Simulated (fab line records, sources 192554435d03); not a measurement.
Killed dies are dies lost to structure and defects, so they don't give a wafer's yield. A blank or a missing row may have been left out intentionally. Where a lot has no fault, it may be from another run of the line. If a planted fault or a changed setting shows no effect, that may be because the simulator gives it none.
The tool behind it: which one? | flow n5-finfet | 14 lots, 40 wafers sampled, at 3 steps of a route of 1938

WHAT THE GAUGES SHOWED, per wafer
N5_MIM_BOT_LITHO_OVL_MEAS_11. Usual: for MIM_BOT_OVL the level is -1 nm and the standard deviation is 6.1.
lot  | measured     | on         | MIM_BOT_OVL (nm) | flag
L649 | day 10 23:37 | overlay-01 | -5 -8 -6         |
L652 | day 11 12:20 | overlay-02 | -9 -6 -7         |
L653 | day 11 23:46 | overlay-01 | -3 -6 0          |
L654 | day 12 05:39 | overlay-02 | 7 4 -4           |
L657 | day 15 00:32 | overlay-02 | 1 2 -7           |
L655 | day 15 20:19 | overlay-02 | 4 1              |
L659 | day 16 00:07 | overlay-01 | 2 4 -1           |
L664 | day 16 18:35 | overlay-02 | 10 12 -3         |
L665 | day 16 22:02 | overlay-01 | - - -            | OFF
L666 | day 16 22:56 | overlay-02 | - - -            | OFF
L667 | day 17 02:14 | overlay-02 | -3 10 14         |
L670 | day 17 11:30 | overlay-01 | 1 -6 -2          |
L671 | day 18 00:04 | overlay-02 | -5 2 -1          |
L656 | day 18 02:31 | overlay-01 | 8 8              |

WHAT TOOL EACH LOT RAN ON (gives the tool, then ch and the chambers of the sampled wafers, and finally the start)
lot  | N5_MIM_TOP_ETCH_PECVD_03        | N5_MIM_BOT_LITHO_EXPOSE_05
L649 | pecvd-04 ch 0,1,2, day 10 23:13 | krf-scanner-02 ch 0, day 10 23:24
L652 | pecvd-01 ch 1,2, day 11 11:56   | krf-scanner-02 ch 0, day 11 12:08
L653 | pecvd-02 ch 0, day 11 23:22     | krf-scanner-02 ch 0, day 11 23:34
L654 | pecvd-04 ch 0,2, day 12 05:16   | krf-scanner-02 ch 0, day 12 05:28
L657 | pecvd-04 ch 0,2, day 15 00:09   | krf-scanner-02 ch 0, day 15 00:20
L655 | pecvd-02 ch 0,2, day 15 19:49   | krf-scanner-01 ch 0, day 15 20:08
L659 | pecvd-04 ch 1,2, day 15 23:43   | krf-scanner-02 ch 0, day 15 23:54
L664 | pecvd-02 ch 0,1,2, day 16 18:11 | krf-scanner-01 ch 0, day 16 18:23
L665 | pecvd-01 ch 0,1,2, day 16 21:31 | krf-scanner-02, day 16 21:49
L666 | pecvd-04 ch 0,1,2, day 16 22:34 | krf-scanner-02, day 16 22:44
L667 | pecvd-02 ch 1,2, day 17 01:43   | krf-scanner-01 ch 0, day 17 02:02
L670 | pecvd-04 ch 0,2, day 17 10:58   | krf-scanner-02 ch 0, day 17 11:18
L671 | pecvd-02 ch 1,2, day 17 23:31   | krf-scanner-02 ch 0, day 17 23:51
L656 | pecvd-01 ch 0,2, day 18 02:08   | krf-scanner-02 ch 0, day 18 02:19
- N5_MIM_TOP_ETCH_PECVD_03: deposits SiNx from SiH4/NH3/N2, target thk 20 nm, time 17.6 s.
- N5_MIM_BOT_LITHO_EXPOSE_05: exposes mask MIM BOT.

AS READ BY THE TOOLS THEMSELVES (means over the sampled wafers that have a number; for cases with no such wafer, the mark the record gives instead)
N5_MIM_TOP_ETCH_PECVD_03. Usual: heater-power-w 760 W, standard deviation 83; showerhead-plenum-p-Torr 5.14 Torr, standard deviation 0.07; throttle-valve-pct 39.6 %, standard deviation 2.1.
lot  | tool     | heater-power-w (W) | showerhead-plenum-p-Torr (Torr) | throttle-valve-pct (%) | flag
L649 | pecvd-04 | 737                | 5.19                            | 40.1                   |
L652 | pecvd-01 | 759                | 5.03                            | 40.2                   |
L653 | pecvd-02 | 851                | 5.12                            | 40.4                   |
L654 | pecvd-04 | 736                | 5.17                            | 38.7                   |
L657 | pecvd-04 | 640                | 5.17                            | 38.1                   |
L655 | pecvd-02 | 886                | 5.17                            | 39.0                   |
L659 | pecvd-04 | 754                | 5.20                            | 41.2                   |
L664 | pecvd-02 | 860                | 5.17                            | 39.7                   |
L665 | pecvd-01 | 732                | 5.07                            | 39.2                   |
L666 | pecvd-04 | 726                | 5.19                            | 40.4                   |
L667 | pecvd-02 | 864                | 5.19                            | 38.6                   |
L670 | pecvd-04 | 633                | 5.18                            | 39.2                   |
L671 | pecvd-02 | 853                | 5.18                            | 39.3                   |
L656 | pecvd-01 | 730                | 5.12                            | 37.7                   |

N5_MIM_BOT_LITHO_EXPOSE_05. Usual: exposure-dose-mJ-cm2 24.245, standard deviation 0.024; focus-offset-nm 0.1 nm, standard deviation 0.53.
lot  | tool           | exposure-dose-mJ-cm2 | focus-offset-nm (nm) | flag
L649 | krf-scanner-02 | 24.221               | -0.1                 |
L652 | krf-scanner-02 | 24.229               | -0.9                 |
L653 | krf-scanner-02 | 24.260               | -0.6                 |
L654 | krf-scanner-02 | 24.216               | -0.7                 |
L657 | krf-scanner-02 | 24.260               | 0.3                  |
L655 | krf-scanner-01 | 24.224               | 0.2                  |
L659 | krf-scanner-02 | 24.241               | 1.2                  |
L664 | krf-scanner-01 | 24.265               | 0.1                  |
L665 | krf-scanner-02 | -                    | -                    | OFF
L666 | krf-scanner-02 | -                    | -                    | OFF
L667 | krf-scanner-01 | 24.225               | 0.0                  |
L670 | krf-scanner-02 | 24.251               | -0.1                 |
L671 | krf-scanner-02 | 24.247               | 0.1                  |
L656 | krf-scanner-02 | 24.237               | 0.3                  |

THE ANSWER, worked out from the rows above alone
Rule: a lot counts as off when the mean over its wafers that have a number is more than 3 standard deviations away from the usual mean. Also off: a lot with no number at a reading for which 4 or more lots have one. All remaining lots with rows at the step are treated as sound. After the gauges, taken in route order, come the tools' own readings; for these a lot's mean is taken, as printed above. At the first step where some lot is off, the reading lying furthest off is the one used; lots without a number count as furthest.
Off: L665, L666, at N5_MIM_BOT_LITHO_OVL_MEAS_11 (MIM_BOT_OVL). Without a number there: L665, L666.
If a tool, at a process step before that reading, ran all the lots that are off and no sound lot after the first of them, it fits. Not tried: the gauges at N5_MIM_BOT_LITHO_OVL_MEAS_11; whatever is off there is also off at N5_MIM_BOT_LITHO_EXPOSE_05, on other tools, and gauge error can't account for it. Of those tried, none fits.

WHAT HAD BEEN PUT IN BY THE SIMULATOR
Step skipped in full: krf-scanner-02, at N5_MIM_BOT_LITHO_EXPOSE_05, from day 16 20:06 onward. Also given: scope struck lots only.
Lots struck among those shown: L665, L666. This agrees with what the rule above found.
